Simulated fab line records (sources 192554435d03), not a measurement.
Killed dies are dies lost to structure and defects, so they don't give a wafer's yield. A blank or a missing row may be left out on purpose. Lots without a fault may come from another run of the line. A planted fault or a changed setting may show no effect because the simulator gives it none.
fab line records	flow n5_finfet
record lots=7	wafers=39
route steps=1938 shown BEOL_M7@1263 BEOL_M11@1536 BEOL_M14@1716
start_h: the number of hours between the record's first day and the start of the first shown wafer of the lot	wait_h: how many hours have passed since the lot's step before this one	" the same as in the row above	L1.1+2: a single row standing in for several wafers	- no value, or no start given	* or withheld: withheld	< > ~ a bound
route shown NAME@n: names a module that has steps shown in the file, with the first one's number in the route	usual: the fault-free wafers' mean and standard deviation	same: alike in all rows	chamber/n: place in a boat	sites: readings site by site	_std_site: the values' standard deviation	_edge_site: the outer-site mean with the inner-site mean subtracted	radius_mm: how far each site lies from the wafer's centre	mask NAME#n: copy n	behind: the last tool/chamber to shape the wafer	hold: why the lot went on hold/how many hours it stayed there/how the hold came to an end	device: which transistor (n, p or np) failed to switch	end of line: tests run on the same wafers once the route is complete	for a step that has no rows: nothing shown but its recipe	killed: at the first sort, the dies lost to defects and structure; wafer yield is something else	map: dies across one wafer; x = killed, . = not, _ = none there
set.NAME: the setting as run; set.NAME@STEP: as run at that earlier step	model.NAME: the simulator's own value behind a step, which no gauge read
lots with deliberately changed settings; one table per step, one row per wafer
## steps
# step N5_BEOL_M7_ILD_DEP_00
# recipe material=SiCOH_lowk	target_thk_a=1797.5	temp_c=300	precursor=DEMS/porogen	pressure_torr=5	rf_w=500	time_s=33.4
lot.wafer	tool	chamber	start_h	wait_h	set.time_s	model.SiCOH_lowk_of_BEOL_M7_ILD_DEP_00.thk_nm
L078.1	pecvd-02	2	213.97	0.0	43.38	229.8
L078.2	"	0	"	"	43.38	231.6
L078.3	"	1	"	"	33.4	176.8
L078.4+6	"	0,1	"	"	33.4	179.4
L078.5	"	2	"	"	43.38	234
L081.1	pecvd-02	0	232.04	0.0	42.3	224.6
L081.2	"	1	"	"	33.4	180.8
L081.3	"	2	"	"	42.3	228.6
L081.4	"	0	"	"	33.4	181
L081.5	"	2	"	"	42.3	231.2
L081.6	"	1	"	"	33.4	183.4
L083.2	pecvd-01	0	246.50	0.0	33.4	177.6
L083.4	"	1	"	"	33.4	180.8
L083.5	"	0	"	"	33.4	180.4
L086.1	pecvd-01	2	271.38	0.0	28.22	149.4
L086.2	"	1	"	"	33.4	176
L086.3	"	0	"	"	33.4	177.4
L086.4	"	2	"	"	33.4	180.2
L086.5	"	0	"	"	28.22	153.2
L086.6	"	1	"	"	28.22	150.8
L089.1	pecvd-04	2	296.67	0.0	16.61	93.2
L089.2+6	"	1,2	"	"	33.4	182.2
L089.3	"	0	"	"	33.4	180.4
L089.4	"	1	"	"	16.61	95.6
L089.5	"	0	"	"	16.61	94.6
L095.1	pecvd-01	1	310.51	0.0	33.4	179.6
L095.2	"	2	"	"	33.4	181.2
L095.3	"	0	"	"	23.42	128.4
L095.4	"	2	"	"	23.42	131.4
L095.5	"	0	"	"	33.4	181.6
L095.6	"	1	"	"	23.42	129.6
L096.1	pecvd-04	1	337.12	0.0	48.02	253
L096.2	"	0	"	"	33.4	177.2
L096.3	"	2	"	"	48.02	255
L096.4	"	2	"	"	48.02	259.2
L096.5	"	1	"	"	33.4	179.2
L096.6	"	0	"	"	33.4	179
# step N5_BEOL_M7_CURE_74
# recipe temp_c=385	time_s=240	ambient=He/Ar	material=SiCOH_lowk
lot.wafer	tool	chamber	start_h	wait_h	set.time_s@BEOL_M7_ILD_DEP_00	model.SiCOH_lowk_of_BEOL_M7_ILD_DEP_00.thk_nm
L078.1	uv_cure-02	2	214.03	0.0	43.38	198.8
L078.2	"	2	"	"	43.38	200.4
L078.3	"	2	"	"	33.4	152.4
L078.4	"	2	"	"	33.4	154.8
L078.5	"	2	"	"	43.38	202.4
L078.6	"	2	"	"	33.4	154.6
L081.1	uv_cure-01	2	232.10	0.0	42.3	194.2
L081.2+4	"	2	"	"	33.4	156
L081.3	"	2	"	"	42.3	197.6
L081.5	"	2	"	"	42.3	200
L081.6	"	2	"	"	33.4	158.2
L083.2	uv_cure-03	0	246.64	0.1	33.4	153.2
L083.4	"	0	"	"	33.4	155.8
L083.5	"	0	"	"	33.4	155.4
L086.1	uv_cure-02	0	271.44	0.0	28.22	128.6
L086.2	"	0	"	"	33.4	151.8
L086.3	"	0	"	"	33.4	153
L086.4	"	0	"	"	33.4	155.4
L086.5	"	0	"	"	28.22	132
L086.6	"	0	"	"	28.22	129.8
L089.1	uv_cure-02	2	296.73	0.0	16.61	80
L089.2+6	"	2	"	"	33.4	157.2
L089.3	"	2	"	"	33.4	155.4
L089.4	"	2	"	"	16.61	82
L089.5	"	2	"	"	16.61	81.2
L095.1	uv_cure-03	2	310.58	0.0	33.4	154.8
L095.2	"	2	"	"	33.4	156.2
L095.3	"	2	"	"	23.42	110.4
L095.4	"	2	"	"	23.42	113
L095.5	"	2	"	"	33.4	156.6
L095.6	"	2	"	"	23.42	111.4
L096.1	uv_cure-02	2	337.18	0.0	48.02	219
L096.2	"	2	"	"	33.4	152.8
L096.3	"	2	"	"	48.02	221
L096.4	"	2	"	"	48.02	224.6
L096.5	"	2	"	"	33.4	154.6
L096.6	"	2	"	"	33.4	154.4
# step N5_BEOL_M7_THK_MEAS_01
# recipe reads=SiCOH_lowk_of_BEOL_M7_ILD_DEP_00
# usual M7_ILD_THK=154.9/1.9
lot.wafer	tool	chamber	start_h	wait_h	set.time_s@BEOL_M7_ILD_DEP_00	M7_ILD_THK[nm]
L078.1	film_metro-01	-	214.55	0.4	43.38	198.8
L078.2	"	-	"	"	43.38	200.5
L078.3	"	-	"	"	33.4	152.4
L078.4	"	-	"	"	33.4	154.8
L078.5	"	-	"	"	43.38	202.5
L078.6	"	-	"	"	33.4	154.6
L081.1	film_metro-01	-	232.61	0.4	42.3	194.2
L081.2	"	-	"	"	33.4	156.0
L081.3	"	-	"	"	42.3	197.8
L081.4	"	-	"	"	33.4	156.0
L081.5	"	-	"	"	42.3	200.0
L081.6	"	-	"	"	33.4	158.1
L083.2	film_metro-01	-	247.07	0.4	33.4	153.2
L083.4	"	-	"	"	33.4	155.9
L083.5	"	-	"	"	33.4	155.5
L086.1	film_metro-01	-	271.96	0.4	28.22	128.7
L086.2	"	-	"	"	33.4	151.7
L086.3	"	-	"	"	33.4	152.9
L086.4	"	-	"	"	33.4	155.5
L086.5	"	-	"	"	28.22	131.9
L086.6	"	-	"	"	28.22	129.8
L089.1	film_metro-02	-	297.24	0.4	16.61	80.0
L089.2	"	-	"	"	33.4	157.2
L089.3	"	-	"	"	33.4	155.5
L089.4	"	-	"	"	16.61	82.1
L089.5	"	-	"	"	16.61	81.0
L089.6	"	-	"	"	33.4	157.2
L095.1	film_metro-01	-	311.09	0.4	33.4	154.8
L095.2	"	-	"	"	33.4	156.3
L095.3	"	-	"	"	23.42	110.2
L095.4	"	-	"	"	23.42	112.9
L095.5	"	-	"	"	33.4	156.8
L095.6	"	-	"	"	23.42	111.4
L096.1	film_metro-02	-	338.17	0.8	48.02	219.0
L096.2	"	-	"	"	33.4	152.8
L096.3	"	-	"	"	48.02	220.9
L096.4	"	-	"	"	48.02	224.6
L096.5	"	-	"	"	33.4	154.7
L096.6	"	-	"	"	33.4	154.3
# step N5_BEOL_M11_ILD_DEP_00
# recipe material=SiCOH_lowk	target_thk_a=3085.1	temp_c=300	precursor=DEMS/porogen	pressure_torr=5	rf_w=500	time_s=58
lot.wafer	tool	chamber	start_h	wait_h	set.time_s	model.SiCOH_lowk_of_BEOL_M11_ILD_DEP_00.thk_nm
L078.1	pecvd-01	1	251.25	0.0	47.36	251.8
L078.2	"	2	"	"	58	306
L078.3	"	0	"	"	58	305.4
L078.4	"	2	"	"	58	306.8
L078.5	"	0	"	"	47.36	254.2
L078.6	"	1	"	"	47.36	253.6
L081.1	pecvd-02	1	270.45	0.0	58	308.2
L081.2	"	0	"	"	58	303.8
L081.3	"	2	"	"	58	303.6
L081.4	"	1	"	"	58	313.6
L081.5	"	0	"	"	58	309.4
L081.6	"	2	"	"	58	309
L083.2	pecvd-02	2	278.07	0.0	58	304
L083.4	"	2	"	"	58	308
L083.5	"	0	"	"	58	312.2
L086.1	pecvd-02	1	309.25	0.0	58	311.8
L086.2	"	2	"	"	90.51	472.8
L086.3	"	0	"	"	90.51	474.2
L086.4	"	1	"	"	58	314.2
L086.5	"	2	"	"	58	306.4
L086.6	"	0	"	"	90.51	482.4
L089.1	pecvd-04	2	326.79	0.0	58	300.6
L089.2	"	1	"	"	58	296
L089.3	"	0	"	"	79.87	408.8
L089.4	"	0	"	"	58	304
L089.5	"	2	"	"	79.87	419.6
L089.6	"	1	"	"	79.87	421.6
L095.1	pecvd-01	1	346.34	0.0	58	307.6
L095.2	"	0	"	"	34.95	186.6
L095.3	"	2	"	"	34.95	191.4
L095.4	"	0	"	"	58	310.8
L095.5	"	1	"	"	58	311.2
L095.6	"	2	"	"	34.95	196
L096.1	pecvd-02	1	371.78	0.0	73.88	391.4
L096.2	"	0	"	"	73.88	397
L096.3	"	2	"	"	58	310.8
L096.4	"	2	"	"	58	313.4
L096.5	"	0	"	"	58	315.8
L096.6	"	1	"	"	73.88	396.8
# step N5_BEOL_M11_CURE_71
# recipe temp_c=385	time_s=240	ambient=He/Ar	material=SiCOH_lowk
lot.wafer	tool	chamber	start_h	wait_h	set.time_s@BEOL_M11_ILD_DEP_00	model.SiCOH_lowk_of_BEOL_M11_ILD_DEP_00.thk_nm
L078.1	uv_cure-03	0	251.33	0.0	47.36	218
L078.2	"	0	"	"	58	265.8
L078.3	"	0	"	"	58	265.2
L078.4	"	0	"	"	58	266.6
L078.5	"	0	"	"	47.36	220
L078.6	"	0	"	"	47.36	219.6
L081.1	uv_cure-03	1	270.52	0.0	58	267.6
L081.2	"	1	"	"	58	263.8
L081.3	"	1	"	"	58	263.6
L081.4	"	1	"	"	58	272.6
L081.5	"	1	"	"	58	268.8
L081.6	"	1	"	"	58	268.4
L083.2	uv_cure-01	1	278.23	0.1	58	264
L083.4	"	1	"	"	58	267.6
L083.5	"	1	"	"	58	271.2
L086.1	uv_cure-02	2	309.33	0.0	58	270.8
L086.2	"	2	"	"	90.51	414.6
L086.3	"	2	"	"	90.51	415.6
L086.4	"	2	"	"	58	273
L086.5	"	2	"	"	58	266
L086.6	"	2	"	"	90.51	423
L089.1	uv_cure-02	0	326.87	0.0	58	261
L089.2	"	0	"	"	58	257
L089.3	"	0	"	"	79.87	357.2
L089.4	"	0	"	"	58	264
L089.5	"	0	"	"	79.87	366.6
L089.6	"	0	"	"	79.87	368.6
L095.1	uv_cure-03	0	346.75	0.4	58	267.2
L095.2	"	0	"	"	34.95	161
L095.3	"	0	"	"	34.95	165.2
L095.4	"	0	"	"	58	270
L095.5	"	0	"	"	58	270.4
L095.6	"	0	"	"	34.95	169.2
L096.1	uv_cure-01	0	371.85	0.0	73.88	341.6
L096.2	"	0	"	"	73.88	346.6
L096.3	"	0	"	"	58	270
L096.4	"	0	"	"	58	272.4
L096.5	"	0	"	"	58	274.6
L096.6	"	0	"	"	73.88	346.4
# step N5_BEOL_M11_THK_MEAS_01
# recipe reads=SiCOH_lowk_of_BEOL_M11_ILD_DEP_00
# usual M11_ILD_THK=267/4
lot.wafer	tool	chamber	start_h	wait_h	set.time_s@BEOL_M11_ILD_DEP_00	M11_ILD_THK[nm]
L078.1	film_metro-02	-	251.84	0.4	47.36	218
L078.2	"	-	"	"	58	266
L078.3	"	-	"	"	58	265
L078.4	"	-	"	"	58	267
L078.5	"	-	"	"	47.36	220
L078.6	"	-	"	"	47.36	220
L081.1	film_metro-01	-	271.04	0.4	58	268
L081.2	"	-	"	"	58	264
L081.3	"	-	"	"	58	264
L081.4	"	-	"	"	58	273
L081.5	"	-	"	"	58	269
L081.6	"	-	"	"	58	268
L083.2	film_metro-02	-	278.66	0.4	58	264
L083.4	"	-	"	"	58	268
L083.5	"	-	"	"	58	271
L086.1	film_metro-02	-	309.84	0.4	58	271
L086.2	"	-	"	"	90.51	414
L086.3	"	-	"	"	90.51	416
L086.4	"	-	"	"	58	273
L086.5	"	-	"	"	58	266
L086.6	"	-	"	"	90.51	423
L089.1	film_metro-02	-	327.86	0.8	58	261
L089.2	"	-	"	"	58	257
L089.3	"	-	"	"	79.87	357
L089.4	"	-	"	"	58	264
L089.5	"	-	"	"	79.87	367
L089.6	"	-	"	"	79.87	369
L095.1	film_metro-01	-	347.27	0.4	58	267
L095.2	"	-	"	"	34.95	161
L095.3	"	-	"	"	34.95	165
L095.4	"	-	"	"	58	270
L095.5	"	-	"	"	58	271
L095.6	"	-	"	"	34.95	169
L096.1	film_metro-02	-	372.46	0.5	73.88	342
L096.2	"	-	"	"	73.88	347
L096.3	"	-	"	"	58	270
L096.4	"	-	"	"	58	273
L096.5	"	-	"	"	58	275
L096.6	"	-	"	"	73.88	346
# step N5_BEOL_M14_ILD_DEP_00
# recipe material=SiO2	target_thk_a=11193	temp_c=400	precursor=TEOS/O2	pressure_torr=6.5	rf_w=900	teos_flow_sccm=161.4	gas=O2	flow_sccm=2650	time_s=237.4
lot.wafer	tool	chamber	start_h	wait_h	set.time_s	model.SiO2_of_BEOL_M14_ILD_DEP_00.thk_nm
L078.1	pecvd-03	1	269.85	0.0	120.2	542.4
L078.2	"	0	"	"	237.4	1132
L078.3	"	2	"	"	120.2	569.4
L078.4	"	0	"	"	120.2	607.4
L078.5	"	1	"	"	237.4	1094
L078.6	"	2	"	"	237.4	1120
L081.1	pecvd-04	0	295.01	0.0	193.2	898.8
L081.2	"	2	"	"	193.2	915.6
L081.3	"	1	"	"	237.4	1146
L081.4	"	0	"	"	193.2	908.8
L081.5	"	1	"	"	237.4	1142
L081.6	"	2	"	"	237.4	1155
L083.2	pecvd-04	2	301.91	0.0	237.4	1133
L083.4	"	2	"	"	237.4	1155
L083.5	"	0	"	"	237.4	1134
L086.1	pecvd-03	2	325.47	0.0	363.3	1696
L086.2	"	1	"	"	237.4	1079
L086.3	"	0	"	"	363.3	1700
L086.4	"	1	"	"	237.4	1096
L086.5	"	0	"	"	237.4	1136
L086.6	"	2	"	"	363.3	1741
L089.1	pecvd-04	1	351.43	0.0	237.4	1110
L089.2	"	2	"	"	237.4	1121
L089.3	"	0	"	"	188.9	875.6
L089.4	"	1	"	"	188.9	881.8
L089.5	"	0	"	"	188.9	891.8
L089.6	"	2	"	"	237.4	1144
L095.1	pecvd-01	0	367.04	0.0	166.4	788.2
L095.2	"	2	"	"	237.4	1116
L095.3	"	1	"	"	166.4	799.4
L095.4	"	0	"	"	166.4	796.2
L095.5	"	2	"	"	237.4	1133
L095.6	"	1	"	"	237.4	1131
L096.1	pecvd-04	1	392.94	0.0	237.4	1128
L096.2	"	2	"	"	195.8	949
L096.3	"	0	"	"	237.4	1108
L096.4	"	2	"	"	195.8	949.6
L096.5	"	0	"	"	195.8	928.2
L096.6	"	1	"	"	237.4	1139
# step N5_BEOL_M14_THK_MEAS_01
# recipe reads=SiO2_of_BEOL_M14_ILD_DEP_00
# usual M14_ILD_THK=1123/17
lot.wafer	tool	chamber	start_h	wait_h	set.time_s@BEOL_M14_ILD_DEP_00	M14_ILD_THK[nm]
L078.1	film_metro-01	-	270.03	0.1	120.2	543
L078.2	"	-	"	"	237.4	1133
L078.3	"	-	"	"	120.2	570
L078.4	"	-	"	"	120.2	607
L078.5	"	-	"	"	237.4	1095
L078.6	"	-	"	"	237.4	1121
L081.1	film_metro-02	-	295.20	0.1	193.2	898
L081.2	"	-	"	"	193.2	916
L081.3	"	-	"	"	237.4	1145
L081.4	"	-	"	"	193.2	909
L081.5	"	-	"	"	237.4	1143
L081.6	"	-	"	"	237.4	1156
L083.2	film_metro-01	-	302.10	0.1	237.4	1133
L083.4	"	-	"	"	237.4	1155
L083.5	"	-	"	"	237.4	1134
L086.1	film_metro-01	-	325.95	0.4	363.3	1696
L086.2	"	-	"	"	237.4	1079
L086.3	"	-	"	"	363.3	1701
L086.4	"	-	"	"	237.4	1095
L086.5	"	-	"	"	237.4	1136
L086.6	"	-	"	"	363.3	1742
L089.1	film_metro-01	-	351.62	0.1	237.4	1110
L089.2	"	-	"	"	237.4	1122
L089.3	"	-	"	"	188.9	875
L089.4	"	-	"	"	188.9	882
L089.5	"	-	"	"	188.9	892
L089.6	"	-	"	"	237.4	1143
L095.1	film_metro-02	-	367.44	0.3	166.4	788
L095.2	"	-	"	"	237.4	1116
L095.3	"	-	"	"	166.4	799
L095.4	"	-	"	"	166.4	796
L095.5	"	-	"	"	237.4	1133
L095.6	"	-	"	"	237.4	1131
L096.1	film_metro-02	-	393.13	0.1	237.4	1128
L096.2	"	-	"	"	195.8	949
L096.3	"	-	"	"	237.4	1108
L096.4	"	-	"	"	195.8	950
L096.5	"	-	"	"	195.8	929
L096.6	"	-	"	"	237.4	1138
# step N5_BEOL_M14_COAT_58
# recipe resist=BARC	temp_c=205	time_s=60	spin_rpm=1500	resist_thk_nm=89
# step N5_BEOL_M14_COAT_04
# recipe spin_rpm=1704	resist_thk_nm=800
# step N5_BEOL_M14_DESCUM_15
# recipe chemistry=O2	time_s=7.9	source_power_w=50	bias_power_w=20	pressure_mtorr=20	rf_frequency_hz=2.712e+07	temp_c=40	o2_flow_sccm=225
# step N5_BEOL_M14_ETCH_59
# recipe chemistry=N2/H2	target=BARC	target_depth_a=890	overetch_a=267	time_s=67.9	ion_energy_ev=200	pressure_mtorr=30	source_w=840	bias_w=150	n2_flow_sccm=200	h2_flow_sccm=200
# step N5_BEOL_M14_VIA_ETCH_16
# recipe chemistry=C4F8/O2/Ar	target=SiO2	he_inner_torr=15	he_outer_torr=30	target_depth_a=12313	time_s=withheld	ion_energy_ev=800	pressure_mtorr=20	source_w=1905	bias_w=2040	Ar_flow_sccm=400	C4F8_flow_sccm=16	O2_flow_sccm=12	ends=cleared
lot.wafer	tool	chamber	start_h	wait_h	set.time_s@BEOL_M14_ILD_DEP_00	model.etch.depth_nm	model.coat_of_BEOL_M14_COAT_04.thk_nm
L078.1	rie_diel-01	1	271.52	0.0	*	542.5	589.6
L078.2	"	3	"	"	*	1132	453.2
L078.3	"	0	"	"	*	569.5	584.4
L078.4	"	2	"	"	*	607.4	570.8
L078.5	"	0	"	"	*	1094	458.4
L078.6	"	3	"	"	*	1120	458.2
L081.1	rie_diel-04	2	295.68	0.0	*	898.7	509.2
L081.2	"	0	"	"	*	915.6	504
L081.3	"	1	"	"	*	1146	441.8
L081.4	"	0	"	"	*	908.7	505.2
L081.5	"	2	"	"	*	1142	451.8
L081.6	"	1	"	"	*	1155	440.4
L083.2	rie_diel-02	2	302.85	0.0	*	1133	452.4
L083.4	"	0	"	"	*	1155	455
L083.5	"	3	"	"	*	1134	459.8
L086.1	rie_diel-04	0	326.55	0.0	*	1696	316.4
L086.2	"	2	"	"	*	1079	464
L086.3	"	1	"	"	*	1700	310.8
L086.4	"	1	"	"	*	1096	455.4
L086.5	"	2	"	"	*	1136	450.8
L086.6	"	0	"	"	*	1741	310.6
L089.1	rie_diel-01	0	352.10	0.0	*	1110	458.6
L089.2	"	3	"	"	*	1121	458.2
L089.3	"	1	"	"	*	875.6	512.8
L089.4	"	2	"	"	*	881.8	508
L089.5	"	1	"	"	*	891.9	509
L089.6	"	0	"	"	*	1144	446
L095.1	rie_diel-02	3	374.82	0.0	*	788.3	538.2
L095.2	"	1	"	"	*	1116	451.2
L095.3	"	2	"	"	*	799.3	527.6
L095.4	"	0	"	"	*	796.2	530.6
L095.5	"	1	"	"	*	1133	447
L095.6	"	0	"	"	*	1131	458
L096.1	rie_diel-04	3	393.62	0.0	*	1128	448.4
L096.2	"	2	"	"	*	949.1	494.6
L096.3	"	0	"	"	*	1108	459.2
L096.4	"	3	"	"	*	949.6	491
L096.5	"	0	"	"	*	928.3	498.8
L096.6	"	2	"	"	*	1139	449.4
## key
split step=N5_BEOL_M7_ILD_DEP_00	setting=time_s	stated=33.4	by=wafer
response step=N5_BEOL_M7_ILD_DEP_00	reading=model.SiCOH_lowk_of_BEOL_M7_ILD_DEP_00.thk_nm	change=+1.75	per=1%	r=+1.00
response step=N5_BEOL_M7_CURE_74	reading=model.SiCOH_lowk_of_BEOL_M7_ILD_DEP_00.thk_nm	change=+1.52	per=1%	r=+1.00
response step=N5_BEOL_M7_THK_MEAS_01	reading=M7_ILD_THK	change=+1.52	per=1%	r=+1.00
split step=N5_BEOL_M11_ILD_DEP_00	setting=time_s	stated=58	by=wafer
response step=N5_BEOL_M11_ILD_DEP_00	reading=model.SiCOH_lowk_of_BEOL_M11_ILD_DEP_00.thk_nm	change=+2.99	per=1%	r=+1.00
response step=N5_BEOL_M11_CURE_71	reading=model.SiCOH_lowk_of_BEOL_M11_ILD_DEP_00.thk_nm	change=+2.65	per=1%	r=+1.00
response step=N5_BEOL_M11_THK_MEAS_01	reading=M11_ILD_THK	change=+2.65	per=1%	r=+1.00
split step=N5_BEOL_M14_ILD_DEP_00	setting=time_s	stated=237.4	by=wafer
response step=N5_BEOL_M14_ILD_DEP_00	reading=model.SiO2_of_BEOL_M14_ILD_DEP_00.thk_nm	change=+11.3	per=1%	r=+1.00
response step=N5_BEOL_M14_THK_MEAS_01	reading=M14_ILD_THK	change=+11.3	per=1%	r=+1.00
response step=N5_BEOL_M14_VIA_ETCH_16	reading=model.etch.depth_nm	change=+11.3	per=1%	r=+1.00
response step=N5_BEOL_M14_VIA_ETCH_16	reading=model.coat_of_BEOL_M14_COAT_04.thk_nm	change=-2.67	per=1%	r=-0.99
